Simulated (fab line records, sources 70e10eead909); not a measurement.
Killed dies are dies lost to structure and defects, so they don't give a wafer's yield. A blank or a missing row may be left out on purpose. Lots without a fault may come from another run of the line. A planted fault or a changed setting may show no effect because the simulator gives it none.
Chamber matching | flow nand_harc | NHARC_P_M2_DEP_33 on pecvd-01: 3 sister chambers
The step deposits SiCN, target thk 30 nm. 6 wafers are shown with their chamber, then 9 later ones without.

WAFERS WITH THEIR CHAMBER
wafer  | chamber | heater_power_w (W)
L311.5 | 0       | 409
L315.3 | 2       | 580
L315.5 | 1       | 582
L316.2 | 2       | 659
L316.3 | 0       | 462
L316.6 | 1       | 620

WAFERS WITHOUT THEIR CHAMBER
wafer  | heater_power_w (W)
L317.1 | 638
L317.3 | 411
L317.4 | 417
L322.4 | 459
L322.5 | 634
L322.6 | 665
L324.1 | 578
L324.4 | 472
L324.5 | 728

WHICH CHAMBER EACH WENT THROUGH
wafer  | from the rows above     | in truth
L317.1 | can't be placed: 2 or 1 | 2
L317.3 | 0                       | 0
L317.4 | 0                       | 0
L322.4 | 0                       | 0
L322.5 | can't be placed: 2 or 1 | 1
L322.6 | can't be placed: 2 or 1 | 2
L324.1 | can't be placed: 1 or 2 | 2
L324.4 | 0                       | 0
L324.5 | can't be placed: 2 or 1 | 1
Placed correctly: 4 of 9. Can't be placed from these rows: 5 (the true chamber is among the candidates in 5). Placed wrongly: 0.
How it was worked out, from the rows above alone: a wafer's distance from a chamber is the root of the sum, over the readings, of the square of ((its reading less the chamber's mean) divided by the reading's scatter). The wafer belongs to the nearest chamber; if the next one is less than 2 further off, it can't be placed. A chamber's mean is the mean of its shown wafers. The scatter: the root of (the sum of the squares of (reading less its chamber's mean) over the shown wafers, divided by (wafers less chambers)).
